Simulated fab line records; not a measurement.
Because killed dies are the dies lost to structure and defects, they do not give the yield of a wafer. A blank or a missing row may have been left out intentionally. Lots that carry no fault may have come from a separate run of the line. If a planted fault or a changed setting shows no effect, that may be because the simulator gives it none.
Tool commonality check ; flow n5_finfet ; Lots sampled 7, wafers sampled 18

## REASON FOR OPENING
At N5_BEOL_M10_OCD_MEAS_38 the reading trench_depth_nm is flagged on 3 of 7 lots. Wafers without a fault read 148 nm, standard deviation 3.5.
Rule: a lot is flagged in two cases, either no wafer of it has a number, or all its wafers with numbers fall more than 4 standard deviations from that mean. As for the other lots, they are considered sound.

lot;measured;on;trench_depth_nm (nm), wafer by wafer;flag
L804;day 9 21:29;ocd-02;148 144 141;
L812;day 11 21:28;ocd-01;153 148 145;
L816;day 13 07:21;ocd-02;149 152 151;
L819;day 14 12:25;ocd-01;151 144 144;
L822;day 15 00:41;ocd-01;102 103 109;FLAGGED
L825;day 16 11:26;ocd-02;102 101;FLAGGED
L826;day 16 23:44;ocd-02;102;FLAGGED
The mean of the flagged lots' numbers is 103 nm, -45 nm from the usual (-13 standard deviations).

## WHICH TOOL RAN EACH LOT
Before the reading, the record contains 3 process steps out of a 1938-step route. Read each cell as the tool, then ch plus the chambers that the sampled wafers visited, then the start.
lot;flag;N5_BEOL_M10_ETCH_61;N5_BEOL_M10_DESCUM_33;N5_BEOL_M10_TRENCH_ETCH_37
L804;;rie_diel-04 ch 2,3, day 9 17:25;rie_diel-04 ch 1,2,3, day 9 20:59;rie_diel-04 ch 1,2,3, day 9 21:18
L812;;rie_diel-04 ch 0,1,3, day 11 18:42;rie_diel-06 ch 0,2,3, day 11 20:58;rie_diel-06 ch 0,2,3, day 11 21:17
L816;;rie_diel-05 ch 0,1,3, day 13 05:32;rie_diel-05 ch 0,1,3, day 13 06:51;rie_diel-05 ch 0,1,3, day 13 07:10
L819;;rie_diel-04 ch 0,1, day 14 10:13;rie_diel-04 ch 1,2,3, day 14 11:55;rie_diel-04 ch 1,2,3, day 14 12:13
L822;FLAGGED;rie_diel-06 ch 1,2,3, day 14 21:32;rie_diel-06 ch 0,1, day 15 00:11;rie_diel-06 ch 0,1, day 15 00:30
L825;FLAGGED;rie_diel-05 ch 2,3, day 16 08:39;rie_diel-04 ch 0,2, day 16 10:56;rie_diel-04 ch 0,2, day 16 11:15
L826;FLAGGED;rie_diel-05 ch 1, day 16 21:34;rie_diel-05 ch 3, day 16 23:15;rie_diel-05 ch 3, day 16 23:34
These steps, and what they do:
- N5_BEOL_M10_ETCH_61: etches SiARC in CF4, target depth 39 nm, time 65 s.
- N5_BEOL_M10_DESCUM_33: chemistry O2, time 7.9 s.
- N5_BEOL_M10_TRENCH_ETCH_37: etches SiCOH lowk in C4F6/O2, target depth 148.83 nm, time 48 s.
- N5_BEOL_M10_OCD_MEAS_38

## FLAGGED OVER TOTAL, TOOL BY TOOL (the gauges that took the reading come last)
step;tool;lots run;flagged;share of the flagged lots;sound lots run after its first flagged lot
N5_BEOL_M10_ETCH_61;rie_diel-04;3;0;none;-
N5_BEOL_M10_ETCH_61;rie_diel-05;3;2;some;0
N5_BEOL_M10_ETCH_61;rie_diel-06;1;1;some;0
N5_BEOL_M10_DESCUM_33;rie_diel-04;3;1;some;0
N5_BEOL_M10_DESCUM_33;rie_diel-05;2;1;some;0
N5_BEOL_M10_DESCUM_33;rie_diel-06;2;1;some;0
N5_BEOL_M10_TRENCH_ETCH_37;rie_diel-04;3;1;some;0
N5_BEOL_M10_TRENCH_ETCH_37;rie_diel-05;2;1;some;0
N5_BEOL_M10_TRENCH_ETCH_37;rie_diel-06;2;1;some;0
N5_BEOL_M10_OCD_MEAS_38;ocd-01;3;1;some;0
N5_BEOL_M10_OCD_MEAS_38;ocd-02;4;2;some;0

## WHAT THE TABLE PERMITS
No row of the table ran every flagged lot.

## WHAT THE SIMULATOR HAD PUT IN
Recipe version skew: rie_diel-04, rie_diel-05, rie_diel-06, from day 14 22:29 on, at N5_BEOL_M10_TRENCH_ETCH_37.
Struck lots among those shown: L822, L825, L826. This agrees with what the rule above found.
